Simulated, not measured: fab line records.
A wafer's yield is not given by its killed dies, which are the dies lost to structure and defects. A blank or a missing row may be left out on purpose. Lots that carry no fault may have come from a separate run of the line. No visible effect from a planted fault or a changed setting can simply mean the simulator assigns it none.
Struck lot and sound lot, side by side + flow nand harc + 15 steps out of a route of 1159
Sound: wafers L162.1, L162.3, L162.4. Struck: wafer L165.4. (L165.2, L165.3 of the same lot were not struck and are left out.) The cause comes at the end.
For every step that has rows: the tool of each side, followed by ch and its chambers, followed by its first start. Under that, the readings that differ: sound wafers + struck wafers + difference of the means + sigmas: that difference in standard deviations of wafers without a fault.
alike: readings whose means differ by less than 2 such deviations, and words and numbers that are the same on both sides. not compared: withheld readings, readings that some wafer has no value for, bounds like >300 that may hide the same value, and numbers for which the record gives no deviation and whose values overlap.
Wherever a step has rows on one side only, a row that says differs or no value, or a row with sigmas, the two part there. When numbers do not overlap yet have no deviation, they are printed without sigmas and do not part them. A reading that every wafer of one side lacks parts them only if that side has two wafers or more.

NHARC_A_CONTACT_ETCH_113: etches the open film in C4F8/O2/Ar, time 94 s, target depth 922 nm.
  sound on har cap etch-03 ch 0,1, day 17 03:51; struck on har cap etch-01 ch 0, day 18 11:50
  not compared: rf hours counter h, run length s
then, 1 step without rows for these wafers: NHARC_A_CONTACT_ETCH_114 (etches the open film in C4F8/O2/Ar, time 94 s, target depth 922 nm).
NHARC_A_CONTACT_ETCH_115: etches the open film in C4F8/O2/Ar, time 94 s, target depth 922 nm.
  sound on har cap etch-03 ch 0,1, day 17 04:02; struck on har cap etch-01 ch 0, day 18 12:01
  not compared: rf hours counter h, run length s
NHARC_A_CONTACT_ETCH_116: etches the open film in C4F8/O2/Ar, time 94 s, target depth 922 nm.
  sound on har cap etch-03 ch 0,1, day 17 04:07; struck on har cap etch-01 ch 0, day 18 12:07
  not compared: rf hours counter h, run length s
then, 1 step without rows for these wafers: NHARC_A_CONTACT_ETCH_117 (etches the open film in C4F8/O2/Ar, time 94 s, target depth 922 nm).
NHARC_A_CONTACT_ETCH_118: etches the open film in C4F8/O2/Ar, time 94 s, target depth 922 nm.
  sound on har cap etch-03 ch 0,1, day 17 04:18; struck on har cap etch-01 ch 0, day 18 12:17
  not compared: rf hours counter h, run length s
then, 2 steps without rows for these wafers: NHARC_A_CONTACT_ETCH_119 (etches the open film in C4F8/O2/Ar, time 94 s, target depth 922 nm); NHARC_A_CONTACT_ETCH_120 (etches the open film in C4F8/O2/Ar, time 94 s, target depth 922 nm).
NHARC_A_CONTACT_ETCH_121: etches the open film in C4F8/O2/Ar, time 94 s, target depth 922 nm.
  sound on har cap etch-03 ch 0,1, day 17 04:34; struck on har cap etch-01 ch 0, day 18 12:34
  not compared: rf hours counter h, run length s
then, 3 steps without rows for these wafers: NHARC_A_CONTACT_ETCH_122 (etches the open film in C4F8/O2/Ar, time 95 s, target depth 930 nm); NHARC_A_CONTACT_ETCH_123 (etches the open film in C4F8/O2/Ar, time 253 s, target depth 1090 nm); NHARC_A_CONTACT_ETCH_90 (etches the open film in CH3F/O2, target depth 40 nm, time 85.7 s).
NHARC_A_CONTACT_ETCH_96: etches the open film in C4F6/O2, target depth 20 nm, time 10 s.
  sound on rie diel-13 ch 0,2,3, day 17 05:33; struck on rie diel-07 ch 2, day 18 13:28
| reading                | sound          | struck | difference | sigmas |
|------------------------|----------------|--------|------------|--------|
| rf hours counter h (h) | 38 38 39       | 1      | -37        |        |
| run length s (s)       | 31.0 30.6 31.3 | 27.5   | -3.5       | -9     |
  alike: drypump motor current A, mfc ar sccm, oes product au, rf vpp V, showerhead plenum p Torr, throttle valve pct
NHARC_A_CONTACT_CD_MEAS_53:
  struck on cd sem-03, day 18 13:34; sound on cd sem-01, day 17 05:38
  alike: cd nm
-- jump in the record: it breaks off in module A_CONTACT and resumes in module END (first step shown: number 1159 of the route), and 3 days separate the struck wafers' starts before and after --
NHARC_END_SORT_01:
  only the struck wafers appear in the record here, on prober-01 ch 0 at day 21 12:16; the sound ones have no rows

## WHERE THEY PART
First at NHARC_A_CONTACT_ETCH_96; last, within this record, at NHARC_END_SORT_01.

WHY: what had been put in by the simulator
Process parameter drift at NHARC_A_CONTACT_ETCH_96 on rie diel-07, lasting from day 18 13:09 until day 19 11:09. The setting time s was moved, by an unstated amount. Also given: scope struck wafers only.
